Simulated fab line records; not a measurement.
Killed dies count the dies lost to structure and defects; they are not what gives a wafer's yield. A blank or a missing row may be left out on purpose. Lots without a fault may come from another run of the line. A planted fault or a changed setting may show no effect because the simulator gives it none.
fab line records | flow n5Finfet
[record] lots = 4 wafers = 12 lastDay = 17
route steps=1938 shown PMOS_HMC_CHANNEL_EPI@84 FIN_SAQP@90 STI_FIN_REVEAL@196
lots that met no fault: from a run of the same line without faults
startH: hours from the record's first day to the start of the lot's first wafer shown | waitH: hours elapsed since this lot's preceding step | " unchanged from the row above | L1.1+2: several wafers, shown together as one row | - no value, or no start was given | * or withheld: withheld | < > ~ a bound
route shown NAME@n: a module of which the file shows steps, and the number in the route of the first | usual: the fault-free wafers' mean and standard deviation | same: alike in all rows | chamber/n: place in a boat | sites: each site's reading | _std_site: how widely they spread, as a standard deviation | _edge_site: outer sites' mean less inner sites' | radiusMm: for every site, how far away it sits from the centre of the wafer | mask NAME#n: copy n | behind: the most recent tool/chamber to have shaped the wafer | hold: why the lot went on hold/how many hours it stayed there/how the hold came to an end | device: the transistor (n, p or np) that didn't switch | end of line: the route-end tests of the same wafers | a step given without rows: its recipe and nothing more | killed: the dies lost at the first sort to structure and to defects; this is not the yield of the wafer | map: a wafer's dies, x killed, . not, _ none there
set.NAME: the run value of the setting; set.NAME@STEP: its run value at that earlier step | model.NAME: the simulator's own value behind a step, which no gauge read
lots at selected steps of the route; one table per step, one row per wafer
services: when a tool's chamber went out of use (startH, in hours from the record's first day, below 0 if earlier), for how many hours, and the reason
[[steps]]
[step N5_PMOS_HMC_CHANNEL_EPI_PRECLEAN_37]
[recipe] chemistry = O3/DIW timeS = 45 tempC = 22 o3Ppm = 10
[step N5_PMOS_HMC_CHANNEL_EPI_PRECLEAN_24]
[recipe] chemistry = DHF timeS = 30 tempC = 25 dilution = withheld
[step N5_PMOS_HMC_CHANNEL_EPI_SRD_25]
[recipe] dry = ipaMarangoni doPpb = 5 timeS = 30 tempC = 23 rinseLiquid = diw
[step N5_PMOS_HMC_CHANNEL_EPI_EPI_26]
[recipe] material = Si targetThkA = 38 tempC = 650 precursor = SiH4/H2 pressureTorr = 20 timeS = 22.7
[step N5_FIN_SAQP_PRECLEAN_42]
[recipe] chemistry = O3/DIW timeS = 60 tempC = 22 o3Ppm = 10
[step N5_FIN_SAQP_PRECLEAN_00]
[recipe] chemistry = SC1 timeS = 60 tempC = 55 mix = 1:2:50
[step N5_FIN_SAQP_PRECLEAN_44]
[recipe] chemistry = SC2 timeS = 45 tempC = 35 mix = 1:1:50
[step N5_FIN_SAQP_SRD_01]
[recipe] dry = ipaMarangoni timeS = 30 tempC = 23 rinseLiquid = diw
[step N5_FIN_SAQP_ALD_61]
[recipe] material = SiO2 targetThkA = 40 tempC = 300 aldPrecursorFamily = BDEAS aldCoReactant = O2-plasma pulseTimeS = 1 purgeTimeS = 2 coReactantPurgeTimeS = 2 aldCycles = 43 pressureTorr = 2
[step N5_FIN_SAQP_DENSIFY_62]
[recipe] tempC = 700 timeS = 60 ambient = N2 idleTempC = 600 rampUpCPerS = 150 rampDownCPerS = 60 coolToC = 600
[step N5_FIN_SAQP_HM_DEP_03]
[recipe] material = SiNx targetThkA = 380 tempC = 400 precursor = SiH4/NH3/N2 pressureTorr = 1.5 rfW = 300 timeS = 33.6
[usual] heaterPowerW = 745/73 showerheadPlenumPTorr = 5.14/0.075 susceptorTempC = 399.98/0.24 throttleValvePct = 40.1/1.5
// columns lot.wafer tool chamber startH waitH heaterPowerW showerheadPlenumPTorr sinceWetCleanH susceptorTempC throttleValvePct model.SiNx_of_FIN_SAQP_HM_DEP_03.thkNm
L363.1 pecvd-01 0 80.60 0.2 746 5.09 1147 399.73 42.2 37.56
L363.4 " 0 " " 755 5.09 - 400.06 42.3 38.02
L363.5 " 2 " " 791 5.17 - 400.58 39.4 37.45
L370.1 pecvd-01 2 122.81 0.2 789 5.17 435 399.83 39.1 37.29
L370.4 " 0 " " 752 5.10 - 400.05 42.4 31.44
L370.5 " 2 " " 816 5.16 - 399.94 39.5 38.19
L371.3 pecvd-01 2 128.76 0.1 681 5.16 441 399.96 39.3 37.89
L371.4 " 0 " " 727 5.10 - 399.84 42.2 31.84
L371.6 " 1 " " 829 5.12 - 400.04 39.0 39.2
L372.3 pecvd-04 2 135.53 0.1 710 5.06 267 400.19 40.9 37.08
L372.4 " 1 " " 623 5.24 - 400.05 39.4 37.99
L372.6 " 2 " " 694 5.06 - 400.11 41.0 38.16
[step N5_FIN_SAQP_THK_MEAS_05]
[usual] thkNm = 37.9/0.49
// columns lot.wafer tool chamber startH waitH thkNm
L363.1 filmMetro-01 - 80.68 0.1 37.5
L363.4 " - " " 38.0
L363.5 " - " " 37.5
L370.1 filmMetro-02 - 122.90 0.1 37.3
L370.4 " - " " 31.5
L370.5 " - " " 38.2
L371.3 filmMetro-02 - 128.87 0.1 37.9
L371.4 " - " " 31.9
L371.6 " - " " 39.2
L372.3 filmMetro-02 - 135.61 0.1 37.1
L372.4 " - " " 38.0
L372.6 " - " " 38.1
[step N5_FIN_SAQP_PECVD_47]
[recipe] material = a-Si targetThkA = 450 tempC = 400 precursor = SiH4/He pressureTorr = 3 rfW = 100 timeS = 36.3
[step N5_FIN_SAQP_PECVD_48]
[recipe] material = SiNx targetThkA = 250 tempC = 400 precursor = SiH4/NH3/N2 pressureTorr = 1.5 rfW = 300 timeS = 22.1
[step N5_FIN_SAQP_PECVD_06]
[recipe] material = a-Si targetThkA = 600 tempC = 400 precursor = SiH4/He pressureTorr = 3 rfW = 100 timeS = 48.1
[step N5_FIN_SAQP_HM_DEP_72]
[recipe] material = SiO2 targetThkA = 120 tempC = 400 precursor = SiH4/N2O pressureTorr = 0.75 rfW = 275 timeS = 7.2
[step N5_FIN_SAQP_COAT_49]
[recipe] resist = SOC tempC = 250 timeS = 60 spinRpm = 1500 resistThkNm = 100
[step N5_FIN_SAQP_COAT_50]
[recipe] resist = SiARC tempC = 220 timeS = 60 spinRpm = 1500 resistThkNm = 35
[step N5_FIN_SAQP_COAT_10]
[recipe] resist = CAR-ArF spinRpm = 1500 resistThkNm = 90
[step N5_FIN_SAQP_EBR_12]
[recipe] solvent = PGMEA ebrWidthMm = 1.5
[step N5_FIN_SAQP_SOFTBAKE_11]
[recipe] tempC = 110 timeS = 60 resist = CAR-ArF
[step N5_FIN_SAQP_EXPOSE_13]
[recipe] maskId = FIN_CORE na = 1.35 sourceShape = dipole sigmaInner = 0.538 sigmaOuter = 0.738 polarization = te targetCdNm = 35.6 doseMj = 63.25
[step N5_FIN_SAQP_PEB_14]
[recipe] pebTempC = withheld pebTimeS = 60 resist = CAR-ArF
[step N5_FIN_SAQP_DEVELOP_15]
[recipe] developTimeS = 30 developer = TMAH resist = CAR-ArF devTempC = 23 rinseLiquid = diw dry = airSpin
[step N5_FIN_SAQP_DESCUM_21]
[recipe] chemistry = O2 timeS = 7.9 sourcePowerW = 50 biasPowerW = 20 pressureMtorr = 20 rfFrequencyHz = 2.712e+07 tempC = 40 resist = CAR-ArF o2FlowSccm = 225
[step N5_FIN_SAQP_ETCH_51]
[recipe] chemistry = CF4 target = SiARC targetDepthA = 455 maskMaterial = CAR-ArF timeS = 75.8 ionEnergyEv = 80 pressureMtorr = 40 sourceW = 545 biasW = 36 Ar_flow_sccm = 100 cf4FlowSccm = 100 ends = cleared
[step N5_FIN_SAQP_ETCH_52]
[recipe] chemistry = N2/H2 target = SOC targetDepthA = 1000 overetchA = 200 maskMaterial = SiARC tempC = 40 timeS = 150 ionEnergyEv = 200 pressureMtorr = 30 sourceW = 840 biasW = 150 n2FlowSccm = 200 h2FlowSccm = 200 ends = endPoint
[step N5_FIN_SAQP_STRIP_53]
[recipe] chemistry = N2/H2 tempC = 40 n2FlowSccm = 200 h2FlowSccm = 200 rfFrequencyHz = 6e+07
[step N5_FIN_SAQP_HM_OPEN_73]
[recipe] chemistry = CHF3/O2 target = SiO2 stopOn = a-Si targetDepthA = 120 overEtchFrac = 1.8 maskMaterial = SOC timeS = 16.8 pressureMtorr = 30 sourceW = 650 biasW = 170 Ar_flow_sccm = 200 CHF3_flow_sccm = 50 O2_flow_sccm = 5 ionEnergyEv = 200 ends = endPoint
[step N5_FIN_SAQP_STRIP_74]
[recipe] chemistry = CHF3/O2 resist = SiARC rfFrequencyHz = 6e+07
[step N5_FIN_SAQP_MANDREL_ETCH_22]
[recipe] targetDepthA = 600 chemistry = HBr/Cl2 target = a-Si stopOn = SiNx btTimeS = 10 overEtchFrac = 0.5 timeS = 30 pressureMtorr = 10 icpW = 800 biasW = 75 HBr_flow_sccm = 150 Cl2_flow_sccm = 80 ends = endPoint
[step N5_FIN_SAQP_STRIP_55]
[recipe] chemistry = N2/H2 powerW = 500 tempC = 40 pressureMtorr = 50 rfFrequencyHz = 6e+07 overashFraction = 0.3 biasPowerW = 28 h2Frac = 0.5 n2FlowSccm = 300 h2FlowSccm = 300
[step N5_FIN_SAQP_STRIP_23]
[recipe] chemistry = SPM timeS = 750 tempC = 130 h2so4H2o2VolRatio = 4
[step N5_FIN_SAQP_SRD_66]
[recipe] dry = ipaMarangoni timeS = 30 tempC = 23 rinseLiquid = diw
[step N5_FIN_SAQP_RECESS_75]
[recipe] chemistry = HF/NH3 target = SiO2 targetDepthA = 144 afsCycles = 3 tempC = 30 sublimationTempC = 180 sublimationTimeS = 60
[step N5_FIN_SAQP_SPACER1_ALD_24]
[recipe] material = SiO2 targetThkA = 203 tempC = 300 aldPrecursorFamily = BDEAS aldCoReactant = O2-plasma pulseTimeS = 1 purgeTimeS = 2 coReactantPurgeTimeS = 2 aldCycles = 218 pressureTorr = 2
[step N5_FIN_SAQP_HM_OPEN_33]
[recipe] chemistry = CH3F/O2 target = SiNx maskMaterial = SiO2 targetDepthA = 494 timeS = 70.6 pressureMtorr = 30 sourceW = 395 biasW = 73 Ar_flow_sccm = 150 CH3F_flow_sccm = 30 O2_flow_sccm = 20 ionEnergyEv = 120 ends = cleared
[usual] drypumpMotorCurrentA = 5.7/0.32 etchRfOnTimeS = 69.2/1.2 oesProductAu = 0.65/0.049 rfVppV = 296/5.8 showerheadPlenumPTorr = 2.00/0.069 throttleValvePct = 16.37/0.22
// columns lot.wafer tool chamber startH waitH drypumpMotorCurrentA etchRfOnTimeS oesProductAu rfHoursCounterH rfVppV showerheadPlenumPTorr throttleValvePct model.etch.depthNm
L363.1 rieDiel-06 0 86.77 0.1 5.8 67.9 0.66 142 295 2.09 16.40 36.75
L363.4 " 3 " " 5.2 69.2 0.65 143 292 1.91 16.08 37.38
L363.5 " 1 " " 5.4 68.4 0.65 - 310 2.00 16.63 36.82
L370.1 rieDiel-02 3 127.47 0.0 5.6 67.1 0.64 189 297 1.98 16.77 36.59
L370.4 " 1 " " 5.9 57.4 0.62 195 302 2.06 16.52 30.81
L370.5 " 3 " " 5.6 69.6 0.64 - 296 1.98 16.77 37.56
L371.3 rieDiel-03 2 133.24 0.1 6.1 70.0 0.61 206 291 1.98 16.22 37.26
L371.4 " 3 " " 5.9 58.3 0.76 36 300 2.11 16.09 31.15
L371.6 " 1 " " 5.3 70.7 0.61 - 287 2.06 16.29 38.58
L372.3 rieDiel-06 1 140.43 0.2 5.5 67.9 0.63 190 311 1.99 16.69 36.45
L372.4 " 2 " " 6.3 68.2 0.60 - 292 1.90 16.68 37.34
L372.6 " 1 " " 5.4 69.1 0.63 - 309 1.99 16.66 37.36
[step N5_STI_FIN_REVEAL_RECESS_09]
[recipe] chemistry = HF/NH3 target = SiO2 afsCycles = 11 targetDepthA = 425 tempC = 30 sublimationTempC = 180 sublimationTimeS = 60
[usual] drypumpMotorCurrentA = 5.42/0.22 tempC = 29.99/0.1
// columns lot.wafer tool chamber startH waitH drypumpMotorCurrentA tempC model.SiNx_of_FIN_SAQP_HM_DEP_03.thkNm
L363.1 vaporEtch-02 1 95.54 0.0 5.29 29.97 17.8
L363.4 " 1 " " 5.32 30.05 18.4
L363.5 " 0 " " 5.51 30.11 17.6
L370.1 vaporEtch-02 0 135.46 0.0 5.50 29.89 18
L370.4 " 1 " " 5.33 29.96 12.2
L370.5 " 0 " " 5.51 29.81 19
L371.3 vaporEtch-02 0 141.77 0.6 5.50 30.04 18
L371.4 " 1 " " 5.32 30.09 11.8
L371.6 " 0 " " 5.50 30.04 19.6
L372.3 vaporEtch-02 0 149.70 0.6 5.50 30.00 17.2
L372.4 " 1 " " 5.31 29.88 18.4
L372.6 " 1 " " 5.32 29.97 18
[[services]]
// columns tool chamber startH hours kind
rieDiel-02 - 58.78 1.6 repair
pecvd-01 0 58.84 2.1 scheduledDown
rieDiel-02 2 69.19 10.5 repair
rieDiel-06 3 119.33 22.6 repair
pecvd-04 0 137.13 5.5 scheduledDown
rieDiel-02 1 146.47 3.9 repair
[[key]]
[firstSign] step = N5_FIN_SAQP_THK_MEAS_05 reading = thkNm direction = down sigmas = 13 usual = * struck = *
[effect] step = N5_FIN_SAQP_HM_OPEN_33 reading = etchRfOnTimeS direction = down sigmas = 9 usual = * struck = *
[modelEffect] step = N5_FIN_SAQP_HM_DEP_03 value = SiNx_of_FIN_SAQP_HM_DEP_03.thkNm without = 38.35 struck = 31.64
[modelEffect] step = N5_FIN_SAQP_HM_OPEN_33 value = etch.depthNm without = 37.69 struck = 30.98
[modelEffect] step = N5_STI_FIN_REVEAL_RECESS_09 value = SiNx_of_FIN_SAQP_HM_DEP_03.thkNm without = 18.7 struck = 12
metAt N5_FIN_SAQP_HM_DEP_03
struckWafers L370.4,L371.4
testerLeftOut L370,L371
onsetBetween 80.60 122.81
[fault] kind = processParameterDrift tool = pecvd-01 chamber = 0 onsetH = 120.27 steps = N5_FIN_SAQP_HM_DEP_03 channel = targetThkA offset = * shape = step actsIn = * stated = *
// testerLeftOut: of these lots the tester's yield and bins aren't shown, on N5 and GAA mostly nor the transistor test; their killed dies are dies lost to structure and defects alone, not to doping, threshold or leakage, so they don't give the yield
